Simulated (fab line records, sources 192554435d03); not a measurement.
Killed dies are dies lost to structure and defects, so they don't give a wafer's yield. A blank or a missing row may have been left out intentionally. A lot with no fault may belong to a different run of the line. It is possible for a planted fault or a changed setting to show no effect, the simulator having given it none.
Matching of chambers / flow n5_finfet / 4 sister chambers for N5_DUMMY_GATE_ETCH_32 on rie_si-01
The step etches SiO2 in CF4, target depth 3.5 nm, time 3.9 s. 8 wafers are shown with their chamber, then 8 later ones without.

== WAFERS, EACH WITH ITS CHAMBER ==
wafer=L084.4; chamber=1; throttle_valve_pct (%)=22.32; oes_product_au (a.u.)=0.965
wafer=L085.1; chamber=3; throttle_valve_pct (%)=21.53; oes_product_au (a.u.)=1.027
wafer=L085.6; chamber=2; throttle_valve_pct (%)=21.40; oes_product_au (a.u.)=0.974
wafer=L087.4; chamber=3; throttle_valve_pct (%)=21.52; oes_product_au (a.u.)=1.030
wafer=L089.1; chamber=2; throttle_valve_pct (%)=21.40; oes_product_au (a.u.)=0.965
wafer=L089.4; chamber=0; throttle_valve_pct (%)=22.02; oes_product_au (a.u.)=1.007
wafer=L089.5; chamber=0; throttle_valve_pct (%)=22.00; oes_product_au (a.u.)=1.007
wafer=L092.2; chamber=1; throttle_valve_pct (%)=22.30; oes_product_au (a.u.)=0.971

== WAFERS WITH NO CHAMBER GIVEN ==
wafer=L092.3; throttle_valve_pct (%)=21.39; oes_product_au (a.u.)=0.977
wafer=L092.4; throttle_valve_pct (%)=22.03; oes_product_au (a.u.)=1.007
wafer=L093.1; throttle_valve_pct (%)=21.53; oes_product_au (a.u.)=1.033
wafer=L093.3; throttle_valve_pct (%)=22.31; oes_product_au (a.u.)=0.972
wafer=L093.6; throttle_valve_pct (%)=22.02; oes_product_au (a.u.)=1.013
wafer=L097.1; throttle_valve_pct (%)=22.04; oes_product_au (a.u.)=1.013
wafer=L097.3; throttle_valve_pct (%)=21.40; oes_product_au (a.u.)=0.984
wafer=L097.5; throttle_valve_pct (%)=22.31; oes_product_au (a.u.)=0.974

== WHICH CHAMBER EACH WENT THROUGH ==
wafer=L092.3; from the rows above=2; in truth=2
wafer=L092.4; from the rows above=0; in truth=0
wafer=L093.1; from the rows above=3; in truth=3
wafer=L093.3; from the rows above=1; in truth=1
wafer=L093.6; from the rows above=0; in truth=0
wafer=L097.1; from the rows above=0; in truth=0
wafer=L097.3; from the rows above=2; in truth=2
wafer=L097.5; from the rows above=1; in truth=1
Correct placement for 8 of the 8. From these rows, 0 cannot be placed. Number placed wrongly: 0.
How it was worked out, from the rows above alone: a wafer's distance from a chamber is the root of the sum, over the readings, of the square of ((its reading less the chamber's mean) divided by the reading's scatter). If the next closest chamber is less than 2 further off than the closest, the wafer can't be placed; otherwise it belongs to the closest. For every chamber, the mean is computed from those of its wafers that are shown. The scatter: the root of (the sum of the squares of (reading less its chamber's mean) over the shown wafers, divided by (wafers less chambers)).
